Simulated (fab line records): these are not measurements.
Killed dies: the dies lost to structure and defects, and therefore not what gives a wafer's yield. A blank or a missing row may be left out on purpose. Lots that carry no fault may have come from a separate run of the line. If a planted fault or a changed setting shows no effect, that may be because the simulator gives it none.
Chamber matching | flow n5Finfet | N5_BEOL_M1_STRIP_36 on rieDiel-01 has 4 sister chambers
The step strips in N2/H2. 4 wafers are shown with their chamber, then 9 later ones without.

== WAFERS PAIRED WITH THEIR CHAMBERS ==
wafer  | chamber | throttleValvePct (%)
L090.2 | 3       | 23.38
L090.3 | 1       | 24.31
L091.2 | 2       | 23.55
L091.6 | 0       | 24.03

== WAFERS MISSING THEIR CHAMBER ==
wafer  | throttleValvePct (%)
L093.1 | 23.42
L093.5 | 24.37
L093.6 | 24.02
L095.2 | 24.04
L095.3 | 24.00
L095.6 | 24.04
L096.1 | 24.03
L096.4 | 24.08
L096.6 | 24.00

== CHAMBER TAKEN BY EACH ==
wafer  | from the rows above | in truth
L093.1 | 3                   | 3
L093.5 | 1                   | 1
L093.6 | 0                   | 0
L095.2 | 0                   | 0
L095.3 | 0                   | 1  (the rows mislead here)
L095.6 | 0                   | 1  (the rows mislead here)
L096.1 | 0                   | 0
L096.4 | 0                   | 0
L096.6 | 0                   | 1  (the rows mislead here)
Placed correctly: 6 of 9. Not placeable from these rows: 0. Placed wrongly: 3.
How it was worked out, from the rows above alone: a wafer's distance from a chamber is the root of the sum, over the readings, of the square of ((its reading less the chamber's mean) divided by the reading's scatter). The wafer belongs to the nearest chamber; if the next one is less than 2 further off, it can't be placed. The mean given for a chamber averages the wafers shown for that chamber. The scatter (one wafer shown for each chamber): square how far every hidden wafer sits from the nearest shown wafer, average those squares and take the square root.
